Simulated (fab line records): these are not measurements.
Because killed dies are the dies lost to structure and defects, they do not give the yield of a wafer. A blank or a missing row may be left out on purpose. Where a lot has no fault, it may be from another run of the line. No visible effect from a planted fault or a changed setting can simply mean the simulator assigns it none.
fab line records	flow n5Finfet
record lots=9	wafers=27	lastDay=18
route steps=1938 shown BEOL_M1@824 BEOL_M2@856 BEOL_M4@1111 PASSIVATION@1936
lots that met no fault: from a run of the same line without faults
startH: start of the lot's first displayed wafer, in hours after the record's first day	waitH: hours elapsed since this lot's preceding step	" the same as in the row above	L1.1+2: several wafers, shown together as one row	- no value present, or no start provided	* or withheld: withheld	< > ~ a bound
route shown NAME@n: NAME is a module with steps in the file, n the number in the route of the first one	usual: mean and standard deviation over wafers with no fault	same: alike in all rows	chamber/n: place in a boat	sites: per-site readings	_std_site: their standard deviation	_edge_site: mean of outer sites minus mean of inner sites	radiusMm: for every site, how far away it sits from the centre of the wafer	mask NAME#n: copy n	behind: tool/chamber where the wafer was last shaped	hold: why the lot went on hold/how many hours it stayed there/how the hold came to an end	device: the n, p or np transistor that did not switch	end of line: at the end of the route, the tests of the same wafers	step lacking rows: just its recipe	killed: at the first sort, the dies lost to defects and structure; wafer yield is something else	map: the dies of a wafer, with x for killed, . for not killed, _ for no die there
set.NAME: the setting that was run; set.NAME@STEP: the one run at that earlier step	model.NAME: the simulator's own value behind a step, which no gauge read
a sample of lots followed through the steps of the route, with each step as a table and each wafer as a row
services: the hour from which a tool's chamber was out of use, counted from the record's first day as startH (under 0 if before that day), plus the number of hours and why
## steps
# step N5_BEOL_M1_SPUTTER_90
# recipe material=Cu	targetThkA=45	tempC=-20	chamberPressurePa=0.07	powerW=withheld	timeS=8.29
# usual throttleValvePct=30.1/1.2
lot.wafer	tool	chamber	startH	waitH	throttleValvePct
L456.1	pvdSputter-02	-	145.47	0.1	31.3
L456.2	"	-	"	"	29.4
L456.4	"	-	"	"	27.6
L462.2	pvdSputter-03	-	180.77	0.1	29.8
L462.5	"	-	"	"	29.8
L462.6	"	-	"	"	31.1
L463.2	pvdSputter-03	-	186.83	0.1	30.1
L463.3	"	-	"	"	30.0
L463.6	"	-	"	"	29.9
L466.1	pvdSputter-02	-	211.49	0.1	29.7
L466.5	"	-	"	"	27.8
L466.6	"	-	"	"	31.5
L468.1	pvdSputter-02	-	221.78	0.1	31.1
L468.4	"	-	"	"	27.8
L468.5	"	-	"	"	27.8
L470.2	pvdSputter-02	-	227.51	0.1	27.7
L470.3	"	-	"	"	31.1
L470.6	"	-	"	"	31.1
L473.1	pvdSputter-02	-	249.38	0.1	27.8
L473.5	"	-	"	"	31.4
L473.6	"	-	"	"	30.9
L475.2	pvdSputter-01	-	254.95	0.1	31.1
L475.4	"	-	"	"	31.4
L475.6	"	-	"	"	31.3
L476.3	pvdSputter-02	-	265.20	0.1	29.5
L476.5	"	-	"	"	30.7
L476.6	"	-	"	"	29.6
# step N5_BEOL_M1_SPUTTER_96
# recipe material=Cu	targetThkA=45	tempC=-20	chamberPressurePa=0.07	powerW=withheld	timeS=8.29
# usual throttleValvePct=30.1/1.2
lot.wafer	tool	chamber	startH	waitH	throttleValvePct
L456.1	pvdSputter-02	-	146.13	0.1	31.3
L456.2	"	-	"	"	29.8
L456.4	"	-	"	"	27.7
L462.2	pvdSputter-03	-	181.43	0.1	30.0
L462.5	"	-	"	"	29.6
L462.6	"	-	"	"	30.9
L463.2	pvdSputter-03	-	187.49	0.1	29.7
L463.3	"	-	"	"	29.6
L463.6	"	-	"	"	29.8
L466.1	pvdSputter-02	-	212.15	0.1	29.6
L466.5	"	-	"	"	27.4
L466.6	"	-	"	"	31.1
L468.1	pvdSputter-02	-	222.44	0.1	31.3
L468.4	"	-	"	"	27.7
L468.5	"	-	"	"	27.9
L470.2	pvdSputter-02	-	228.17	0.1	27.7
L470.3	"	-	"	"	31.4
L470.6	"	-	"	"	31.2
L473.1	pvdSputter-02	-	250.04	0.1	27.7
L473.5	"	-	"	"	30.9
L473.6	"	-	"	"	31.3
L475.2	pvdSputter-01	-	255.61	0.1	31.0
L475.4	"	-	"	"	31.8
L475.6	"	-	"	"	31.5
L476.3	pvdSputter-02	-	265.86	0.1	29.7
L476.5	"	-	"	"	31.3
L476.6	"	-	"	"	29.6
# step N5_BEOL_M1_CMP_52
# recipe stopOn=SiOC	tOverpolishS=6.8	downForcePsi=1	platenRpm=50	clearingPlatenDownForcePsi=1.5	clearingPlatenRpm=50	postCmpClean=cuAlkaline	targetThkNm=40	clearingPlatenPadVelocityMS=0.99484	padVelocityMS=0.99484
# usual barrierFieldEndpointS=24.5/0.69	clearingPlatenRpm=50.002/0.029	motorCurrentA=5.9/0.55	overpolishRunS=6.801/0.0085	platenRpm=50.00/0.035	timeToEndpointS=62/3.8
lot.wafer	tool	chamber	startH	waitH	barrierFieldEndpointS	clearingPlatenRpm	motorCurrentA	overpolishRunS	platenRpm	timeToEndpointS
L456.2	cmp-01	2	146.67	0.2	25.0	50.024	5.6	6.804	50.01	63
L456.4	"	3	"	"	24.4	50.018	6.1	6.799	49.98	58
L456.1	"	0	"	"	24.5	50.036	5.9	6.800	49.99	63
L462.2	cmp-01	2	182.07	0.2	23.8	50.042	5.6	6.796	50.05	57
L462.5	"	2	"	"	23.9	49.988	5.7	6.787	50.05	55
L462.6	"	3	"	"	24.4	49.968	5.9	6.812	49.96	59
L463.2	cmp-02	0	188.06	0.3	24.4	50.016	5.5	6.804	49.99	64
L463.3	"	1	"	"	23.6	50.047	6.9	6.809	49.98	58
L463.6	"	2	"	"	24.1	50.012	4.7	6.815	50.08	63
L466.1	cmp-01	0	212.94	0.3	23.5	50.036	5.9	6.787	50.00	58
L466.5	"	2	"	"	24.2	49.980	5.6	6.802	50.05	59
L466.6	"	3	"	"	24.7	49.983	6.0	6.782	50.04	61
L468.4	cmp-02	2	222.97	0.2	24.3	49.994	5.0	6.795	50.03	62
L468.1	"	0	"	"	24.4	49.947	5.6	6.803	50.00	63
L468.5	"	1	"	"	24.3	50.065	6.5	6.791	50.03	61
L470.2	cmp-01	1	228.92	0.2	22.5	50.021	5.9	6.821	49.95	57
L470.3	"	3	"	"	23.3	50.024	6.0	6.810	49.99	59
L470.6	"	1	"	"	22.9	50.019	6.2	6.796	49.97	59
L473.1	cmp-02	2	250.58	0.3	24.2	50.032	5.0	6.811	49.97	65
L473.6	"	2	"	"	24.2	50.019	4.8	6.800	50.06	65
L473.5	"	3	"	"	24.4	50.002	6.0	6.796	50.04	68
L475.4	cmp-03	0	256.45	0.3	24.4	50.054	5.9	6.814	50.01	63
L475.2	"	2	"	"	24.1	50.004	6.1	6.794	49.99	61
L475.6	"	0	"	"	24.8	50.013	6.0	6.773	50.03	61
L476.3	cmp-01	2	266.38	0.2	24.9	49.940	5.7	6.801	50.06	68
L476.6	"	2	"	"	25.4	50.016	5.5	6.789	50.01	62
L476.5	"	3	"	"	24.8	49.979	6.0	6.802	50.00	62
# step N5_BEOL_M1_PRE_CLEAN_56
# recipe gas=NH3	timeS=15	tempC=withheld	rfPowerW=300
lot.wafer	tool	chamber	startH	waitH
L456.1+2+4	pecvd-02	2,0,2	147.10	0.1
L462.2+5+6	pecvd-01	2,2,1	182.54	0.1
L463.2+3+6	pecvd-01	1,0,0	188.45	0.1
L466.1+5+6	pecvd-02	2,0,2	213.33	0.1
L468.1+4+5	pecvd-04	2,2,1	223.40	0.1
L470.2+3+6	pecvd-04	0,1,2	229.34	0.1
L473.1+5+6	pecvd-04	2,1,0	251.04	0.1
L475.2+4+6	pecvd-04	0,1,2	256.93	0.1
L476.3+5+6	pecvd-04	0,2,1	266.87	0.1
# step N5_BEOL_M1_INSPECT_59
# recipe inspectInstrument=darkfield	mode=postDep
# usual rawDefectCount=66/23
lot.wafer	tool	chamber	startH	waitH	rawDefectCount
L456.1	defectInspect-02	-	147.22	0.0	40
L456.2	"	-	"	"	45
L456.4	"	-	"	"	45
L462.2	defectInspect-01	-	182.66	0.0	1187
L462.5	"	-	"	"	1165
L462.6	"	-	"	"	1281
L463.2	defectInspect-02	-	188.57	0.0	1219
L463.3	"	-	"	"	1178
L463.6	"	-	"	"	1262
L466.1	defectInspect-01	-	213.47	0.0	158
L466.5	"	-	"	"	69
L466.6	"	-	"	"	60
L468.1	defectInspect-02	-	223.51	0.0	68
L468.4	"	-	"	"	76
L468.5	"	-	"	"	79
L470.2	defectInspect-02	-	229.48	0.0	109
L470.3	"	-	"	"	55
L470.6	"	-	"	"	113
L473.1	defectInspect-02	-	251.16	0.0	34
L473.5	"	-	"	"	37
L473.6	"	-	"	"	37
L475.2	defectInspect-02	-	257.05	0.0	89
L475.4	"	-	"	"	92
L475.6	"	-	"	"	45
L476.3	defectInspect-02	-	266.99	0.0	60
L476.5	"	-	"	"	90
L476.6	"	-	"	"	71
# step N5_BEOL_M2_INSPECT_13
# recipe mode=adi	inspectInstrument=brightfield
# usual rawDefectCount=386/94
lot.wafer	tool	chamber	startH	waitH	rawDefectCount
L456.1	defectInspect-02	-	150.98	0.1	423
L456.2	"	-	"	"	418
L456.4	"	-	"	"	702
L462.2	defectInspect-02	-	184.93	0.0	1587
L462.5	"	-	"	"	1410
L462.6	"	-	"	"	1726
L463.2	defectInspect-01	-	190.20	0.0	1527
L463.3	"	-	"	"	1442
L463.6	"	-	"	"	1578
L466.1	defectInspect-02	-	215.17	0.1	462
L466.5	"	-	"	"	341
L466.6	"	-	"	"	269
L468.1	defectInspect-01	-	225.79	0.1	350
L468.4	"	-	"	"	359
L468.5	"	-	"	"	331
L470.2	defectInspect-01	-	231.98	0.0	418
L470.3	"	-	"	"	331
L470.6	"	-	"	"	394
L473.1	defectInspect-02	-	252.48	0.1	358
L473.5	"	-	"	"	272
L473.6	"	-	"	"	240
L475.2	defectInspect-02	-	259.61	0.0	451
L475.4	"	-	"	"	410
L475.6	"	-	"	"	432
L476.3	defectInspect-02	-	269.53	0.0	470
L476.5	"	-	"	"	434
L476.6	"	-	"	"	322
# step N5_BEOL_M2_INSPECT_30
# recipe mode=adi	inspectInstrument=brightfield
# usual rawDefectCount=388/92
lot.wafer	tool	chamber	startH	waitH	rawDefectCount
L456.1	defectInspect-02	-	152.14	0.1	416
L456.2	"	-	"	"	404
L456.4	"	-	"	"	698
L462.2	defectInspect-01	-	185.90	0.0	1587
L462.5	"	-	"	"	1405
L462.6	"	-	"	"	1690
L463.2	defectInspect-01	-	191.28	0.0	1543
L463.3	"	-	"	"	1458
L463.6	"	-	"	"	1617
L466.1	defectInspect-01	-	216.18	0.1	475
L466.5	"	-	"	"	336
L466.6	"	-	"	"	289
L468.1	defectInspect-02	-	227.07	0.1	336
L468.4	"	-	"	"	353
L468.5	"	-	"	"	335
L470.2	defectInspect-01	-	233.03	0.0	453
L470.3	"	-	"	"	334
L470.6	"	-	"	"	400
L473.1	defectInspect-02	-	253.48	0.1	380
L473.5	"	-	"	"	286
L473.6	"	-	"	"	238
L475.2	defectInspect-02	-	260.57	0.0	425
L475.4	"	-	"	"	411
L475.6	"	-	"	"	416
L476.3	defectInspect-02	-	271.05	0.0	472
L476.5	"	-	"	"	434
L476.6	"	-	"	"	346
# step N5_BEOL_M4_RC_MEAS_101
# usual DIBL_N=35.9/1.7	DIBL_P=36.0/2.2	IOFF_N=0.16/0.031	IOFF_P=0.21/0.039	ION_N=678/13	ION_P=464/8.8	SS_N=71.5/0.61	SS_P=73.2/0.68	VT_N=249/3.3	VT_P=-250/3.8
lot.wafer	tool	chamber	startH	waitH	DIBL_N[mV/V]	DIBL_P[mV/V]	IOFF_N[nA/um]	IOFF_P[nA/um]	ION_N[uA/um]	ION_P[uA/um]	SS_N[mV/dec]	SS_P[mV/dec]	VT_N[mV]	VT_P[mV]
L456.1	prober-02	0	183.90	0.0	38.0	38.1	0.19	0.22	676	460	72.1	74.1	246	-252
L456.2	"	0	"	"	34.0	33.7	0.12	0.17	654	454	71.3	72.5	253	-254
L456.4	"	0	"	"	34.8	35.0	0.14	0.19	677	465	71.5	72.9	252	-251
L462.2	prober-01	0	219.98	0.2	36.7	38.4	0.18	0.24	668	456	71.8	73.2	248	-246
L462.5	"	0	"	"	35.5	36.3	0.17	0.21	678	463	71.5	73.5	251	-247
L462.6	"	0	"	"	35.9	38.2	0.17	0.24	661	458	72.1	74.4	248	-247
L463.2	prober-01	0	226.65	0.2	34.1	34.7	0.13	0.17	665	454	71.1	72.4	252	-252
L463.3	"	0	"	"	36.3	36.6	0.16	0.19	679	457	71.4	72.9	248	-251
L463.6	"	0	"	"	34.5	34.4	0.13	0.16	664	451	71.0	72.5	251	-254
L466.1	prober-02	0	250.16	0.0	34.5	35.4	0.15	0.22	668	462	70.2	73.0	250	-247
L466.5	"	0	"	"	34.2	35.6	0.15	0.23	682	470	71.2	72.5	249	-244
L466.6	"	0	"	"	35.3	35.0	0.14	0.21	659	455	71.0	73.0	253	-251
L468.1	prober-01	0	264.98	0.0	34.8	33.8	0.13	0.19	678	469	70.6	72.3	251	-251
L468.4	"	0	"	"	36.3	36.5	0.17	0.23	688	479	70.9	73.8	244	-247
L468.5	"	0	"	"	37.8	39.0	0.20	0.27	707	486	72.1	74.2	245	-245
L470.2	prober-02	0	265.27	0.2	33.7	34.6	0.12	0.17	669	457	71.3	72.6	255	-252
L470.3	"	0	"	"	34.4	35.5	0.14	0.18	670	460	71.1	73.0	251	-252
L470.6	"	0	"	"	34.8	36.7	0.15	0.20	674	462	71.3	72.9	251	-252
L473.1	prober-02	0	285.06	0.0	34.2	33.5	0.12	0.15	660	455	70.2	72.6	254	-254
L473.5	"	0	"	"	32.8	31.1	0.10	0.13	657	450	71.3	72.6	257	-257
L473.6	"	0	"	"	36.7	37.7	0.16	0.21	677	460	71.0	73.4	249	-254
L475.2	prober-02	0	310.91	0.2	32.6	34.7	0.13	0.21	678	471	71.6	72.8	253	-248
L475.4	"	0	"	"	34.8	36.8	0.17	0.23	685	472	72.3	73.4	249	-250
L475.6	"	0	"	"	34.6	36.9	0.16	0.25	674	466	72.4	74.2	251	-248
L476.3	prober-02	0	314.06	0.3	34.9	33.1	0.13	0.17	681	462	71.8	73.0	251	-252
L476.5	"	0	"	"	38.4	38.7	0.20	0.25	688	463	72.1	73.7	245	-249
L476.6	"	0	"	"	34.8	33.7	0.13	0.17	690	465	70.8	72.6	250	-254
# step N5_PASSIVATION_PROBE_49
# usual defectLimitedYield=90.9/1.5	killed_at_M0_to_M3=36/10	killed_at_M4_up=13/5.5	killedAtContacts=12/5.6	killedAtFrontEnd=42/12	killedAtOther=4/3.2	killedDies=108/18	killedOnRim=15/4.1	killedOpen=71/13	killedShort=34/7.8	sort_bin_5_function=5.4/1	sort_bin_6_memory=3.4/0.68	sortNPass=1072/18	sortYieldPct=90.9/1.5
# same grossDies=1180	killedAtBackSide=0	sort_bin_4_leakage[%]=0	sort_bin_8_speed[%]=0
lot.wafer	tool	chamber	startH	waitH	defectLimitedYield[%]	killed_at_M0_to_M3	killed_at_M4_up	killedAtContacts	killedAtFrontEnd	killedAtOther	killedDies	killedOnRim	killedOpen	killedShort	sort_bin_5_function[%]	sort_bin_6_memory[%]	sortNPass	sortYieldPct[%]
L456.1	prober-02	-	283.34	0.0	89.9	35	15	12	49	8	119	19	80	38	5.6	4.2	1061	89.9
L456.2	prober-02	-	283.39	0.1	90.9	42	21	3	39	2	107	16	81	23	5.4	3.1	1073	90.9
L456.4	prober-02	-	283.49	0.2	90.2	33	25	11	43	4	116	17	81	30	5.8	3.5	1064	90.2
L462.2	prober-01	-	339.71	0.1	78.9	191	13	19	23	3	249	17	66	30	12.4	4.0	931	78.9
L462.5	prober-01	-	339.86	0.2	77.0	179	10	29	51	2	271	20	86	36	14.0	5.2	909	77.0
L462.6	prober-01	-	339.91	0.3	85.0	117	17	15	27	1	177	32	82	34	8.4	4.2	1003	85.0
L463.2	prober-02	-	340.54	0.1	86.9	102	16	7	19	10	154	29	62	29	7.3	3.6	1026	86.9
L463.3	prober-02	-	340.59	0.1	85.0	118	9	9	37	4	177	31	77	22	9.2	3.1	1003	85.0
L463.6	prober-02	-	340.74	0.3	85.4	123	12	7	28	2	172	29	59	27	8.2	3.3	1008	85.4
L466.1	prober-01	-	355.14	0.0	93.1	25	12	11	29	4	81	12	46	35	4.4	2.1	1099	93.1
L466.5	prober-01	-	355.34	0.2	93.7	17	4	13	38	2	74	11	48	25	3.7	2.3	1106	93.7
L466.6	prober-01	-	355.39	0.3	91.9	22	9	23	38	4	96	13	60	35	4.3	3.3	1084	91.9
L470.2	prober-02	-	380.91	0.1	89.9	54	13	13	26	13	119	18	79	40	6.4	3.1	1061	89.9
L470.3	prober-02	-	380.96	0.1	88.6	41	22	19	45	8	135	12	94	39	7.5	3.6	1045	88.6
L470.6	prober-02	-	381.11	0.3	90.6	45	11	10	40	5	111	13	83	28	5.3	3.9	1069	90.6
L468.1	prober-01	-	385.70	0.0	92.9	23	13	6	38	4	84	10	49	35	3.5	3.1	1096	92.9
L468.4	prober-01	-	385.85	0.2	92.8	27	14	7	34	3	85	6	57	27	4.2	2.8	1095	92.8
L468.5	prober-01	-	385.90	0.2	92.4	34	12	9	32	3	90	12	73	17	4.6	2.8	1090	92.4
# killed by level:class
L456.1 MOL_CONTACT_COAG:geometricParticle:open=12 FIN_SAQP:geometricParticle:open=10 STI_FIN_REVEAL:geometricParticle:open=9 BEOL_M0_SAQP:geometricParticle:short=6 BEOL_M2:geometricParticle:open=6 BEOL_M3:geometricParticle:open=6 FIN_SAQP:geometricParticle:short=5 BEOL_M7:geometricParticle:open=5
L456.2 BEOL_M1:geometricParticle:open=16 STI_FIN_REVEAL:geometricParticle:open=15 BEOL_M4:geometricParticle:open=11 FIN_SAQP:geometricParticle:open=8 BEOL_M0_SAQP:geometricParticle:open=7 BEOL_M2:geometricParticle:open=7 FIN_SAQP:geometricParticle:short=4 BEOL_M0_SAQP:geometricParticle:short=4
L456.4 BEOL_M2:geometricParticle:open=13 FIN_SAQP:geometricParticle:open=10 BEOL_M4:geometricParticle:open=10 STI_FIN_REVEAL:geometricParticle:open=8 MOL_CONTACT_COAG:geometricParticle:open=8 BEOL_M0_SAQP:geometricParticle:short=8 FIN_SAQP:geometricParticle:short=5 BEOL_M1:geometricParticle:open=5
L462.2 BEOL_M1:unspecified=151 MOL_CONTACT_COAG:geometricParticle:open=15 BEOL_M3:geometricParticle:open=11 BEOL_M2:geometricParticle:open=8 STI_FIN_REVEAL:geometricParticle:open=6 BEOL_M1:geometricParticle:open=6 BEOL_M3:geometricParticle:short=5 MOL_CONTACT_COAG:geometricParticle:short=4
L462.5 BEOL_M1:unspecified=147 MOL_CONTACT_COAG:geometricParticle:open=26 STI_FIN_REVEAL:geometricParticle:open=17 FIN_SAQP:geometricParticle:short=9 BEOL_M3:geometricParticle:open=8 BEOL_M2:geometricParticle:open=7 FIN_SAQP:geometricParticle:open=6 STI_FIN_REVEAL:geometricParticle:short=4
L462.6 BEOL_M1:unspecified=60 BEOL_M3:geometricParticle:open=16 MOL_CONTACT_COAG:geometricParticle:open=14 BEOL_M1:geometricParticle:open=12 BEOL_M0_SAQP:geometricParticle:short=9 BEOL_M0_SAQP:geometricParticle:open=8 BEOL_M4:geometricParticle:open=7 FIN_SAQP:geometricParticle:short=6
L463.2 BEOL_M1:unspecified=63 BEOL_M1:geometricParticle:open=9 BEOL_M2:geometricParticle:open=8 BEOL_M3:geometricParticle:open=7 BEOL_M4:geometricParticle:open=7 MOL_CONTACT_COAG:geometricParticle:open=6 BEOL_M1:geometricParticle:short=5 FIN_SAQP:geometricParticle:open=4
L463.3 BEOL_M1:unspecified=78 BEOL_M2:geometricParticle:open=24 STI_FIN_REVEAL:geometricParticle:open=12 MOL_CONTACT_COAG:geometricParticle:open=7 GATE_CUT:geometricParticle:short=6 BEOL_M0_SAQP:geometricParticle:open=6 BEOL_M4:geometricParticle:open=5 BEOL_M1:geometricParticle:open=4
L463.6 BEOL_M1:unspecified=85 BEOL_M1:geometricParticle:open=10 BEOL_M2:geometricParticle:open=10 FIN_SAQP:geometricParticle:open=6 MOL_CONTACT_COAG:geometricParticle:open=5 BEOL_M0_SAQP:geometricParticle:short=5 BEOL_M8:geometricParticle:open=5 STARTING-WAFER:geometricParticle:short=5
L466.1 MOL_CONTACT_COAG:geometricParticle:open=9 FIN_SAQP:geometricParticle:open=7 BEOL_M1:geometricParticle:open=7 FIN_SAQP:geometricParticle:short=6 GATE_CUT:geometricParticle:short=5 BEOL_M2:geometricParticle:open=5 BEOL_M0_SAQP:geometricParticle:short=4 STARTING-WAFER:geometricParticle:short=4
L466.5 FIN_SAQP:geometricParticle:short=11 STI_FIN_REVEAL:geometricParticle:open=8 MOL_CONTACT_COAG:geometricParticle:open=8 FIN_SAQP:geometricParticle:open=6 DUMMY_GATE:geometricParticle:open=5 MOL_CONTACT_COAG:geometricParticle:short=5 BEOL_M1:geometricParticle:open=5 BEOL_M3:geometricParticle:open=5
L466.6 MOL_CONTACT_COAG:geometricParticle:open=17 GATE_CUT:geometricParticle:short=10 FIN_SAQP:geometricParticle:short=8 FIN_SAQP:geometricParticle:open=8 BEOL_M2:geometricParticle:open=8 MOL_CONTACT_COAG:geometricParticle:short=6 BEOL_M3:geometricParticle:open=4 DUMMY_GATE:geometricParticle:open=3
L470.2 BEOL_M3:geometricParticle:open=18 BEOL_M0_SAQP:geometricParticle:short=15 STI_FIN_REVEAL:geometricParticle:open=10 MOL_CONTACT_COAG:geometricParticle:open=10 BEOL_M0_SAQP:geometricParticle:open=10 DUMMY_GATE:geometricParticle:open=6 BEOL_M1:geometricParticle:open=6 MIM_TOP:geometricParticle:short=5
L470.3 STI_FIN_REVEAL:geometricParticle:open=25 MOL_CONTACT_COAG:geometricParticle:open=14 BEOL_M0_SAQP:geometricParticle:short=9 BEOL_M0_SAQP:geometricParticle:open=9 BEOL_M4:geometricParticle:open=9 BEOL_M3:geometricParticle:open=7 MOL_CONTACT_COAG:geometricParticle:short=5 GATE_CUT:geometricParticle:short=4
L470.6 STI_FIN_REVEAL:geometricParticle:open=24 BEOL_M0_SAQP:geometricParticle:short=12 MOL_CONTACT_COAG:geometricParticle:open=9 BEOL_M0_SAQP:geometricParticle:open=9 BEOL_M3:geometricParticle:open=8 BEOL_M2:geometricParticle:open=5 BEOL_M0:geometricParticle:open=4 PASS1_CAP:geometricParticle:open=4
L468.1 STI_FIN_REVEAL:geometricParticle:open=11 FIN_SAQP:geometricParticle:short=8 MOL_CONTACT_COAG:geometricParticle:open=6 BEOL_M3:geometricParticle:open=6 FIN_SAQP:geometricParticle:open=5 BEOL_M0_SAQP:geometricParticle:short=5 BEOL_M2:geometricParticle:short=4 BEOL_M4:geometricParticle:open=4
L468.4 BEOL_M3:geometricParticle:open=9 DUMMY_GATE:geometricParticle:open=6 MOL_CONTACT_COAG:geometricParticle:open=6 BEOL_M2:geometricParticle:open=5 BEOL_M4:geometricParticle:open=5 STI_FIN_REVEAL:geometricParticle:open=4 GATE_CUT:geometricParticle:short=4 BEOL_M0_SAQP:geometricParticle:short=4
L468.5 BEOL_M1:geometricParticle:open=12 DUMMY_GATE:geometricParticle:open=8 MOL_CONTACT_COAG:geometricParticle:open=8 BEOL_M0_SAQP:geometricParticle:open=8 STI_FIN_REVEAL:geometricParticle:open=7 FIN_SAQP:geometricParticle:open=5 BEOL_M4:geometricParticle:open=5 STARTING-WAFER:geometricParticle:open=4
## services
tool	chamber	startH	hours	kind
cmp-03	-	135.41	4.0	pm
cmp-03	-	139.41	-	consumableReplace:conditioner
cmp-03	-	139.41	-	consumableReplace:pad
pecvd-04	0	147.23	-	calibration
pecvd-04	2	157.25	1.7	repair
pecvd-04	2	170.42	5.5	scheduledDown
pecvd-02	-	184.99	27.0	repair
cmp-01	-	204.30	4.0	pm
cmp-01	-	208.30	-	consumableReplace:conditioner
cmp-01	-	208.30	-	consumableReplace:pad
cmp-01	-	223.18	1.3	repair
pecvd-02	2	231.85	5.5	scheduledDown
cmp-02	-	235.02	4.0	pm
cmp-02	-	239.02	-	consumableReplace:conditioner
cmp-02	-	239.02	-	consumableReplace:pad
## key
firstSign step=N5_BEOL_M1_INSPECT_59	reading=rawDefectCount	direction=up	sigmas=51	usual=66	struck=1215
effect step=N5_BEOL_M2_INSPECT_13	reading=rawDefectCount	direction=up	sigmas=12	usual=386	struck=1545
effect step=N5_BEOL_M2_INSPECT_30	reading=rawDefectCount	direction=up	sigmas=13	usual=388	struck=1550
effect step=N5_PASSIVATION_PROBE_49	reading=killed_at_M0_to_M3	direction=up	sigmas=10	usual=36	struck=138
moreKillsBornAt N5_BEOL_M1_PRE_CLEAN_56@pecvd-01=584
metAt N5_BEOL_M1_PRE_CLEAN_56
struckLots L462,L463
notActingAt N5_BEOL_M1_SPUTTER_90,N5_BEOL_M1_SPUTTER_96,N5_BEOL_M1_CMP_52
fault kind=chamberParticleSource	tool=pecvd-01	chamber=-	onsetH=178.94	steps=N5_BEOL_M1_PRE_CLEAN_56	ratePerVisitCm2=1.7935	endH=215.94
